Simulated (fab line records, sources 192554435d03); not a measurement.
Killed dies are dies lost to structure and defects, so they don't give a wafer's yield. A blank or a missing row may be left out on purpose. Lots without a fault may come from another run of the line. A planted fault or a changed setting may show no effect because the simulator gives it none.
Chamber matching | flow n5_finfet | N5_BEOL_M0_STRIP_140 on rie_diel-06: 4 sister chambers
The step strips in CF4. 18 wafers are shown with their chamber, then 9 later ones without.

WAFERS WITH THEIR CHAMBER
wafer  | chamber | showerhead_plenum_p_Torr (Torr) | drypump_motor_current_A (A) | throttle_valve_pct (%)
L074.2 | 2       | 1.71                            | 6.5                         | 14.2
L074.5 | 3       | 1.87                            | 6.6                         | 13.9
L074.6 | 0       | 1.91                            | 4.9                         | 13.2
L076.1 | 0       | 1.91                            | 5.0                         | 13.2
L076.3 | 2       | 1.71                            | 6.4                         | 14.2
L076.5 | 3       | 1.86                            | 6.6                         | 13.9
L078.1 | 2       | 1.71                            | 6.4                         | 14.2
L078.5 | 3       | 1.86                            | 6.6                         | 13.9
L078.6 | 0       | 1.90                            | 5.0                         | 13.2
L080.3 | 0       | 1.90                            | 4.9                         | 13.2
L080.4 | 1       | 1.77                            | 5.1                         | 13.7
L080.6 | 0       | 1.90                            | 5.0                         | 13.2
L084.1 | 1       | 1.77                            | 5.1                         | 13.7
L084.3 | 3       | 1.86                            | 6.6                         | 13.9
L084.5 | 0       | 1.90                            | 5.0                         | 13.2
L085.1 | 3       | 1.86                            | 6.6                         | 13.9
L085.3 | 1       | 1.77                            | 5.1                         | 13.8
L085.4 | 3       | 1.86                            | 6.6                         | 13.9

SIGNATURES (means of the wafers above)
reading                  | chamber 0 | chamber 1 | chamber 2 | chamber 3 | scatter within a chamber
showerhead_plenum_p_Torr | 1.9033    | 1.7700    | 1.7100    | 1.8617    | 0.00393
drypump_motor_current_A  | 4.967     | 5.100     | 6.433     | 6.600     | 0.0378
throttle_valve_pct       | 13.200    | 13.733    | 14.200    | 13.900    | 0.0218
Rule: a wafer's distance from a chamber is the root of the sum, over the readings, of the square of ((its reading less the chamber's mean) divided by the reading's scatter). The wafer belongs to the nearest chamber; if the next one is less than 2 further off, it can't be placed. The scatter: the root of (the sum of the squares of (reading less its chamber's mean) over the shown wafers, divided by (wafers less chambers)).

WAFERS WITHOUT THEIR CHAMBER
wafer  | showerhead_plenum_p_Torr (Torr) | drypump_motor_current_A (A) | throttle_valve_pct (%)
L091.2 | 1.86                            | 6.7                         | 13.9
L091.5 | 1.71                            | 6.5                         | 14.2
L091.6 | 1.86                            | 6.7                         | 13.9
L093.1 | 1.86                            | 6.6                         | 14.0
L093.2 | 1.71                            | 6.5                         | 14.2
L093.6 | 1.90                            | 4.9                         | 13.3
L096.3 | 1.71                            | 6.4                         | 14.2
L096.4 | 1.77                            | 5.1                         | 13.2
L096.6 | 1.89                            | 5.0                         | 13.3

WHICH CHAMBER EACH WENT THROUGH
wafer  | from the rows above | in truth
L091.2 | 3                   | 3
L091.5 | 2                   | 2
L091.6 | 3                   | 3
L093.1 | 3                   | 3
L093.2 | 2                   | 2
L093.6 | 0                   | 0
L096.3 | 2                   | 2
L096.4 | 1                   | 1
L096.6 | 0                   | 0
Placed correctly: 9 of 9. Can't be placed from these rows: 0. Placed wrongly: 0.
